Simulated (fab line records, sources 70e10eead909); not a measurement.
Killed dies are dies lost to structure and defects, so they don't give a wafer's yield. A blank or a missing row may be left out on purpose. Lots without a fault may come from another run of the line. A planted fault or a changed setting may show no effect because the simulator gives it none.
Chamber matching | flow nand_harc | NHARC_P_M2_DEP_00 on pecvd-02: 3 sister chambers
The step deposits SiOC, target thk 182.5 nm. 6 wafers are shown with their chamber, then 7 later ones without.

WAFERS WITH THEIR CHAMBER
wafer  | chamber | chamber_pressure_Torr (Torr) | rf_fwd_power_W (W)
L241.6 | 1       | 5.032                        | 595.5
L252.2 | 2       | 5.020                        | 596.6
L254.4 | 0       | 4.989                        | 596.0
L254.5 | 1       | 5.014                        | 597.3
L256.4 | 0       | 5.007                        | 600.8
L256.5 | 2       | 5.019                        | 593.6

WAFERS WITHOUT THEIR CHAMBER
wafer  | chamber_pressure_Torr (Torr) | rf_fwd_power_W (W)
L256.6 | 5.001                        | 595.9
L258.1 | 5.000                        | 599.7
L258.4 | 5.019                        | 601.5
L258.5 | 5.006                        | 599.4
L259.1 | 5.004                        | 594.9
L259.2 | 4.999                        | 601.1
L259.4 | 5.013                        | 598.6

WHICH CHAMBER EACH WENT THROUGH
wafer  | from the rows above          | in truth
L256.6 | can't be placed: 0 or 2 or 1 | 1
L258.1 | 0                            | 0
L258.4 | can't be placed: 1 or 0 or 2 | 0
L258.5 | can't be placed: 0 or 1 or 2 | 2
L259.1 | can't be placed: 2 or 0 or 1 | 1
L259.2 | can't be placed: 0 or 1      | 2
L259.4 | can't be placed: 1 or 0 or 2 | 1
Placed correctly: 1 of 7. Can't be placed from these rows: 6 (the true chamber is among the candidates in 5). Placed wrongly: 0.
How it was worked out, from the rows above alone: a wafer's distance from a chamber is the root of the sum, over the readings, of the square of ((its reading less the chamber's mean) divided by the reading's scatter). The wafer belongs to the nearest chamber; if the next one is less than 2 further off, it can't be placed. A chamber's mean is the mean of its shown wafers. The scatter: the root of (the sum of the squares of (reading less its chamber's mean) over the shown wafers, divided by (wafers less chambers)).
